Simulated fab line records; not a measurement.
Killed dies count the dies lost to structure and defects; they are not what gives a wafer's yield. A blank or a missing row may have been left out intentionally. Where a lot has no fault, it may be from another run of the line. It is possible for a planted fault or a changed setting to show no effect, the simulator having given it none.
Struck lot and sound lot, side by side	flow nandHarc	18 steps out of a route of 1302
Sound: wafers L894.2, L894.4, L894.5. Struck: wafers L904.3, L904.4, L904.5. The cause is named last.
Order at every step that has rows: each side's tool, ch and its chambers, its first start. Under that, the readings that differ: sound wafers	struck wafers	difference of the means	sigmas: that difference in standard deviations of wafers without a fault.
alike: readings with means less than 2 such deviations apart, plus words and numbers identical on both sides. not compared: withheld readings, readings lacking a value on some wafer, bounds such as >300 that could conceal the same value, and numbers that have no deviation in the record and whose values overlap.
A row with sigmas, a row that says differs or no value, or rows on one side alone: a step with any of these is where the two part. When numbers do not overlap yet have no deviation, they are printed without sigmas and do not part them. Lack of a reading on every wafer of one side parts them only where that side has two or more wafers.

first, 1 step without rows for these wafers: NHARC_A_BONDPAD_HARDBAKE_10 (time 65 s).
NHARC_A_BONDPAD_DESCUM_11: chemistry O2, time 3 s.
  sound on rieDiel-12 ch 0,2,3, day 23 12:47; struck on rieDiel-05 ch 0,2, day 28 03:55
  alike: drypumpMotorCurrentA, oesProductAu, rfVppV, showerheadPlenumPTorr, throttleValvePct
  not compared: rfHoursCounterH
NHARC_A_BONDPAD_ETCH_34: etches the open film in N2/H2, target depth 60 nm, overetch 18 nm, time 65.91 s.
  sound on rieDiel-12 ch 0,1, day 23 13:00; struck on rieDiel-05 ch 0,3, day 28 04:01
  alike: drypumpMotorCurrentA, oesProductAu, rfVppV, showerheadPlenumPTorr, throttleValvePct
  not compared: rfHoursCounterH
then, 1 step without rows for these wafers: NHARC_A_BONDPAD_ETCH_12 (etches the open film in CHF3/O2, target depth 220 nm, time 110 s).
NHARC_A_BONDPAD_CD_MEAS_13:
  struck on cdSem-02, day 28 04:14; sound on cdSem-02, day 23 13:14
  alike: cdNm
then, 1 step without rows for these wafers: NHARC_A_BONDPAD_STRIP_15 (strips in O2).
NHARC_A_BONDPAD_ETCH_24: etches the open film in CF4/N2, target depth 30 nm, time 72.99 s.
  sound on rieDiel-13 ch 0,3; struck on rieDiel-13 ch 0,2
  alike: drypumpMotorCurrentA, oesProductAu, rfVppV, showerheadPlenumPTorr, throttleValvePct
  not compared: rfHoursCounterH
then, 5 steps without rows for these wafers: NHARC_A_BONDPAD_STRIP_16 (strips in post etch residue remover, time 600 s); NHARC_A_BONDPAD_DEGAS_25 (time 60 s); NHARC_A_BONDPAD_PRE_CLEAN_26 (time 30 s); NHARC_A_BONDPAD_PVD_17 (deposits TaN, target thk 5 nm, time 8.06 s); NHARC_A_BONDPAD_PVD_27 (deposits Cu, target thk 30 nm, time 20.49 s).
NHARC_A_BONDPAD_ECD_18: material Cu, target thk 400 nm.
  sound on ecdCu-01 ch 0, day 23 14:13; struck on ecdCu-01 ch 0,1, day 28 05:27
  no value came back on the struck wafers for bathHeatDutyPct (%), bathTempC (C); on the sound wafers bathHeatDutyPct (%) reads 7.9 7.3 6.8
NHARC_A_BONDPAD_ANNEAL_28: time 90 s.
  sound on rtpAnneal-02 ch 0, day 23 14:38; struck on rtpAnneal-02 ch 0, day 28 05:50
  alike: wafer_temp_C_max
NHARC_A_BONDPAD_CMP_19: polishes, t overpolish 30 s, cu recess touch 16 s, target thk 169.82 nm.
  sound on cmp-01 ch 0,1,3, day 23 14:56; struck on cmp-04 ch 0,1, day 28 06:07
  alike: motorCurrentA, overpolishRunS, slurryFlowMlMin
NHARC_A_BONDPAD_THK_MEAS_20: measures by xrf.
  struck on filmMetro-01, day 28 06:24; sound on filmMetro-01, day 23 15:16
reading	sound	struck	difference	sigmas
thkNm (nm)	166.2 167.5 170.7	30.7 27.8 28.7	-139.1	-73
then, 1 step without rows for these wafers: NHARC_A_BONDPAD_SRD_21 (time 30 s, dry time 20 s).
NHARC_END_SORT_01:
  sound on prober-02 ch 0, day 24 16:29; struck on prober-02 ch 0, day 29 14:22
reading	sound	struck	difference	sigmas
defectLimitedYield (%)	87.7 91.6 90.7	0 0 0	-90	-36
killedAtArray	83 56 62	676 675 673	+608	+34
killedDies	83 57 63	677 677 677	+609	+36
sort_bin_2_pct (%)	4.7 3.1 3.1	96.3 94.7 96.3	+92.1	+84
sortNPass	594 620 614	0 0 0	-609	-36
sortRimYieldPct (%)	88 85 85	0 0 0	-86	-19
sortYieldPct (%)	87.7 91.6 90.7	0 0 0	-90	-36
  alike: killedAtOther, killedAtPeriphery, killedOpen, killedShort, sort_bin_3_pct, sort_bin_4_pct

== WHERE THEY PART ==
At NHARC_A_BONDPAD_ECD_18 first; at NHARC_END_SORT_01 last (within this record only).

WHY: what the simulator had put in
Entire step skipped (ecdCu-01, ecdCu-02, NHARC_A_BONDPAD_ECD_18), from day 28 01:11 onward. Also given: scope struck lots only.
